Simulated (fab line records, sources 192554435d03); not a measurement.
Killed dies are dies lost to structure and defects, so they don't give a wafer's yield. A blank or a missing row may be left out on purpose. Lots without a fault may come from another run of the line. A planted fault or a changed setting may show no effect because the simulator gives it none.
Split-lot experiment | flow n5_finfet | 7 lots, 39 wafers read, on a route of 1938 steps

THE SPLIT
At N5_BEOL_M6_CVD_78 (deposits Co from CCTBA/H2, target thk 2 nm, time 142.3 s), the setting target_thk_a was moved away from the recipe's 20 angstrom on 15 of the 39 wafers read, by -45.1% to +53.6%. The other wafers ran this setting at the recipe's value.

The reading is taken at the split's own step.

THE READING
Co_of_BEOL_M6_CVD_78.thk_nm (the simulator's own value, which no gauge read), in nm, at N5_BEOL_M6_CVD_78 (deposits Co from CCTBA/H2, target thk 2 nm, time 142.3 s). The file gives no usual value for it. The 24 wafers here that ran the recipe average 2.1 nm, standard deviation 0.097 nm.

wafer  | tool, chamber at the split | target_thk_a as run, angstrom | against the recipe | Co_of_BEOL_M6_CVD_78.thk_nm, nm | against lot-mates on the recipe
L075.1 | cvd_co-01, 0,2,1           | 20                            | recipe             | 2.2                             | -
L075.2 | cvd_co-01, 0,2,1           | 20                            | recipe             | 2.2                             | -
L075.6 | cvd_co-01, 0,2,1           | 20                            | recipe             | 2.2                             | -
L082.1 | cvd_co-02, 2,0,2           | 10.98                         | -45.1%             | 1.2                             | -0.9
L082.3 | cvd_co-02, 2,0,2           | 10.98                         | -45.1%             | 1.2                             | -0.9
L082.4 | cvd_co-02, 2,0,2           | 10.98                         | -45.1%             | 1.2                             | -0.9
L082.2 | cvd_co-02, 1,0             | 20                            | recipe             | 2.2                             | -
L082.5 | cvd_co-02, 1,0             | 20                            | recipe             | 2.2                             | -
L082.6 | cvd_co-02, 1               | 20                            | recipe             | 2                               | -
L091.1 | cvd_co-01, 2               | 20                            | recipe             | 2                               | -
L091.5 | cvd_co-01, 2               | 20                            | recipe             | 2                               | -
L091.2 | cvd_co-01, 1               | 20                            | recipe             | 2.2                             | -
L091.3 | cvd_co-01, 0,1,0           | 30.73                         | +53.6%             | 3                               | +0.9
L091.4 | cvd_co-01, 0,1,0           | 30.73                         | +53.6%             | 3                               | +0.9
L091.6 | cvd_co-01, 0,1,0           | 30.73                         | +53.6%             | 3                               | +0.9
L088.1 | cvd_co-02, 0,2             | 20                            | recipe             | 2.2                             | -
L088.2 | cvd_co-02, 0,2             | 20                            | recipe             | 2.2                             | -
L088.3 | cvd_co-02, 1,0,2           | 25.83                         | +29.1%             | 2.6                             | +0.5
L088.4 | cvd_co-02, 1,0,2           | 25.83                         | +29.1%             | 2.6                             | +0.5
L088.5 | cvd_co-02, 1,0,2           | 25.83                         | +29.1%             | 2.6                             | +0.5
L088.6 | cvd_co-02, 1               | 20                            | recipe             | 2                               | -
L092.1 | cvd_co-01, 2,1,0,2,0       | 20                            | recipe             | 2                               | -
L092.2 | cvd_co-01, 2,1,0,2,0       | 20                            | recipe             | 2                               | -
L092.3 | cvd_co-01, 2,1,0,2,0       | 20                            | recipe             | 2                               | -
L092.5 | cvd_co-01, 2,1,0,2,0       | 20                            | recipe             | 2                               | -
L092.6 | cvd_co-01, 2,1,0,2,0       | 20                            | recipe             | 2                               | -
L092.4 | cvd_co-01, 1               | 20                            | recipe             | 2.2                             | -
L094.1 | cvd_co-02, 0,1,1           | 20                            | recipe             | 2                               | -
L094.3 | cvd_co-02, 0,1,1           | 20                            | recipe             | 2                               | -
L094.4 | cvd_co-02, 0,1,1           | 20                            | recipe             | 2                               | -
L094.2 | cvd_co-02, 2,2,0           | 27.22                         | +36.1%             | 2.8                             | +0.8
L094.5 | cvd_co-02, 2,2,0           | 27.22                         | +36.1%             | 2.8                             | +0.8
L094.6 | cvd_co-02, 2,2,0           | 27.22                         | +36.1%             | 2.8                             | +0.8
L097.1 | cvd_co-01, 2,1,0           | 20                            | recipe             | 2                               | -
L097.5 | cvd_co-01, 2,1,0           | 20                            | recipe             | 2                               | -
L097.6 | cvd_co-01, 2,1,0           | 20                            | recipe             | 2                               | -
L097.2 | cvd_co-01, 1               | 13.06                         | -34.7%             | 1.4                             | -0.6
L097.3 | cvd_co-01, 0,2             | 13.06                         | -34.7%             | 1.2                             | -0.8
L097.4 | cvd_co-01, 0,2             | 13.06                         | -34.7%             | 1.2                             | -0.8
Where a row lists several chambers, the file gives one row for several wafers and doesn't say which wafer went through which chamber.

THE FIT
A straight line over all 39 wafers: Co_of_BEOL_M6_CVD_78.thk_nm changes by +0.0193 nm for each +1% of target_thk_a; r = +0.98; the points scatter about the line by 0.095 nm.
The same after taking each lot's own level away (the mean of its wafers on the recipe; 39 wafers): +0.0194 nm for each +1%; r = +0.99; scatter 0.081 nm.
On that fit, the largest move of target_thk_a shifts the reading by 1 nm.
The lots' own levels span 2.00 to 2.20 nm, that is 2.1 times the standard deviation above.
So the lot-to-lot level changes the slope little: the two slopes agree.
Check: with one of the wafers moved furthest among these (+53.6%) left out of the fit, the line predicts +1.04 nm for it against its lot-mates. It came out at +0.933 nm against them.

OTHER SPLITS ON THESE WAFERS
These wafers also went through other splits before the reading. Each is held against what the fit with the lots' levels taken away leaves over:
other split on the same wafers           | wafers away from the commonest value | r with Co_of_BEOL_M6_CVD_78.thk_nm (lot level and that fit taken away)
N5_BEOL_M5_TRENCH_ETCH_37 target_depth_a | 18                                   | -0.14

THE FILE'S OWN FIT
Co_of_BEOL_M6_CVD_78.thk_nm changes by +0.0194 nm for each +1% of target_thk_a, r = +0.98.
